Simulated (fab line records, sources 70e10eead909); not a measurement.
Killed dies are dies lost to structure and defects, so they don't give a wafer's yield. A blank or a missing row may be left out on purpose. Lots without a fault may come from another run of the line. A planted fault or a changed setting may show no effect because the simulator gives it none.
Chamber matching | flow nand_harc | NHARC_P_CONTACT_ALD_22 on ald_metal-01: 4 sister chambers
The step deposits TiN, target thk 3 nm, pulse time 1 s, ald cycles 150. 8 wafers are shown with their chamber, then 12 later ones without.

WAFERS WITH THEIR CHAMBER
wafer  | chamber | heater_power_w (W) | precursor_pulse_height_rel
L086.1 | 3       | 998                | 0.995
L086.2 | 2       | 1018               | 0.991
L090.1 | 0       | 865                | 0.996
L090.3 | 1       | 939                | 1.022
L090.6 | 1       | 920                | 0.995
L090.2 | 3       | 995                | 0.997
L090.4 | 2       | 1041               | 0.989
L090.5 | 0       | 858                | 1.018

WAFERS WITHOUT THEIR CHAMBER
wafer  | heater_power_w (W) | precursor_pulse_height_rel
L093.1 | 929                | 1.006
L093.2 | 878                | 0.988
L093.3 | 1031               | 1.028
L094.1 | 867                | 0.971
L094.4 | 1015               | 0.977
L094.6 | 1009               | 1.014
L095.2 | 842                | 1.023
L095.4 | 983                | 0.994
L095.6 | 930                | 1.038
L096.2 | 1021               | 0.998
L096.3 | 874                | 1.015
L096.5 | 874                | 0.982

WHICH CHAMBER EACH WENT THROUGH
wafer  | from the rows above     | in truth
L093.1 | 1                       | 1
L093.2 | 0                       | 0
L093.3 | can't be placed: 2 or 3 | 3
L094.1 | 0                       | 0
L094.4 | can't be placed: 2 or 3 | 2
L094.6 | can't be placed: 3 or 2 | 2
L095.2 | 0                       | 0
L095.4 | 3                       | 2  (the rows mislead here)
L095.6 | 1                       | 1
L096.2 | can't be placed: 2 or 3 | 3
L096.3 | 0                       | 0
L096.5 | 0                       | 0
Placed correctly: 7 of 12. Can't be placed from these rows: 4 (the true chamber is among the candidates in 4). Placed wrongly: 1.
How it was worked out, from the rows above alone: a wafer's distance from a chamber is the root of the sum, over the readings, of the square of ((its reading less the chamber's mean) divided by the reading's scatter). The wafer belongs to the nearest chamber; if the next one is less than 2 further off, it can't be placed. A chamber's mean is the mean of its shown wafers. The scatter: the root of (the sum of the squares of (reading less its chamber's mean) over the shown wafers, divided by (wafers less chambers)).
